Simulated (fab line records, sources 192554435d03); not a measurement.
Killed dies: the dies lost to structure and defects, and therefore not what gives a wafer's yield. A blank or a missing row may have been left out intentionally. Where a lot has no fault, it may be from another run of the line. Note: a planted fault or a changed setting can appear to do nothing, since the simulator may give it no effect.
A lot that was struck, set against a sound lot / flow n5-finfet / 16 steps out of a route of 1938
Sound: these wafers, L573.2, L573.5, L573.6. Struck: wafer L576.4 (L576.2, L576.3, from the same lot, were not struck and are left out); the cause is given at the end.
Per side, at each step with rows, come the tool, then ch with its chambers, and then its first start. Under that, the readings that differ: sound wafers / struck wafers / difference of the means / sigmas: that difference in standard deviations of wafers without a fault.
alike: same words and numbers on both sides, and readings whose means sit less than 2 such deviations apart. not compared: any withheld reading, any reading some wafer has no value for, any bound like >300 that may hide the same value, and any number with overlapping values for which the record gives no deviation.
Wherever a step has rows on one side only, a row that says differs or no value, or a row with sigmas, the two part there. Numbers that don't overlap but have no deviation are shown without sigmas and don't part them. A reading that every wafer of one side lacks parts them only if that side has two wafers or more.

N5_FIN_CUT_CD_MEAS_08: the cd target is 29.1 nm.
  sound on cd-sem-02 ch 0, day 2 10:37; struck on cd-sem-03 ch 0, day 3 02:43
  alike: cd-nm
N5_FIN_CUT_OVL_MEAS_09:
  sound on overlay-02 ch 0, day 2 10:40; struck on overlay-01 ch 0, day 3 02:45
  alike: FIN_CUT_OVL
N5_FIN_CUT_INSPECT_10: inspects for defects (brightfield).
  sound: defect-inspect-01 at day 2 10:43; struck: defect-inspect-01 at day 3 02:48
  alike: raw-defect-count
N5_FIN_CUT_DESCUM_13: chemistry O2, time 7 s.
  sound on rie-diel-01 ch 0,2,3, day 2 10:56; struck on rie-diel-03 ch 0, day 3 03:32
  alike: drypump-motor-current-A, oes-product-au, rf-vpp-V, showerhead-plenum-p-Torr, throttle-valve-pct
  not compared: rf-hours-counter-h
N5_FIN_CUT_ETCH_30: etches underlayer in N2/H2, target depth 13 nm, time 10.4 s.
  sound on rie-diel-01 ch 0,2,3, day 2 10:59; struck on rie-diel-03 ch 0, day 3 03:35
  alike: bias-w, drypump-motor-current-A, etch-rf-on-time-s, oes-product-au, rf-vpp-V, showerhead-plenum-p-Torr, throttle-valve-pct
  not compared: rf-hours-counter-h
N5_FIN_CUT_ETCH_20: etches SiARC in CF4, target depth 26 nm, time 43.3 s.
  sound on rie-diel-01 ch 0,2,3, day 2 11:00; struck on rie-diel-03 ch 0, day 3 03:36
  alike: bias-w, drypump-motor-current-A, etch-rf-on-time-s, oes-product-au, rf-vpp-V, showerhead-plenum-p-Torr, throttle-valve-pct
  not compared: rf-hours-counter-h
N5_FIN_CUT_ETCH_21: etches SOC in N2/H2, target depth 219 nm, overetch 43.8 nm, time 523.5 s.
  sound on rie-diel-01 ch 0,2,3, day 2 11:02; struck on rie-diel-03 ch 0, day 3 03:38
  alike: bias-w, drypump-motor-current-A, oes-product-au, rf-vpp-V, showerhead-plenum-p-Torr, throttle-valve-pct
  not compared: rf-hours-counter-h
then, 4 steps without rows for these wafers: N5_FIN_CUT_STRIP_23 (strips in N2/H2); N5_FIN_CUT_STRIP_31 (strips in N2/H2); N5_FIN_CUT_STRIP_24 (strips in CF4); N5_FIN_CUT_CUT_ETCH_26 (etches SiNx in CH3F/O2, target depth 39 nm, time 55.7 s).
N5_FIN_CUT_CUT_ETCH_27: etches SiO2 in CHF3/O2, target depth 4 nm, overetch 2 nm, time 4.9 s.
  sound on rie-diel-01 ch 0,2,3, day 2 11:25; struck on rie-diel-03 ch 0, day 3 04:01
reading=bias-w (W); sound=170.4 170.3 171.0; struck=169.6; difference=-1.0; sigmas=-2
  alike: drypump-motor-current-A, oes-product-au, rf-vpp-V, showerhead-plenum-p-Torr, throttle-valve-pct
  not compared: rf-hours-counter-h
N5_FIN_CUT_PRECLEAN_35: cleans in vHF, time 13.3 s.
  sound on vapor-etch-02 ch 0,1, day 2 11:29; struck on vapor-etch-02 ch 0, day 3 04:05
reading=time-s (s); sound=13.3 13.3 13.3; struck=10.622; difference=-2.678; sigmas=
  alike: drypump-motor-current-A
then, 1 step without rows for these wafers: N5_FIN_CUT_CUT_ETCH_15 (etches Si in HBr/Cl2/O2, target depth 100 nm, bt time 10 s, time 42.4 s).
-- record jumps: 6 days separate the struck wafers' starts on either side; left off in module FIN_CUT, taken up again in module BEOL_M4, whose first shown step is the route's number 1111 --
N5_BEOL_M4_RC_MEAS_101:
  sound on prober-01 ch 0, day 8 08:46; struck on prober-01 ch 0, day 9 13:08
reading=VT_P (mV); sound=-249 -248 -244; struck=-254; difference=-7; sigmas=-2
  alike: DIBL_N, DIBL_P, IOFF_N, IOFF_P, ION_N, ION_P, SS_N, SS_P, VT_N
-- the record jumps here: 5 days lie between the struck wafers' starts before and after (it left off in module BEOL_M4 and takes up again in module PASSIVATION, whose first step shown is number 1936 of the route) --
N5_PASSIVATION_PROBE_49:
  sound: prober-02 at day 12 19:14; struck: prober-02 at day 14 10:26
  alike: defect-limited-yield, killed_at_M0_to_M3, killed_at_M4_up, killed-at-contacts, killed-at-front-end, killed-at-other, killed-dies, killed-open, killed-short, sort_bin_5_function, sort_bin_6_memory, sort_bin_8_speed, sort-n-pass, sort-yield-pct

WHERE THEY PART
Last at N5_BEOL_M4_RC_MEAS_101 as far as this record goes, first at N5_FIN_CUT_CUT_ETCH_27. Later steps at which nothing parts them and some readings are alike: N5_PASSIVATION_PROBE_49.

WHY: whatever the simulator had introduced
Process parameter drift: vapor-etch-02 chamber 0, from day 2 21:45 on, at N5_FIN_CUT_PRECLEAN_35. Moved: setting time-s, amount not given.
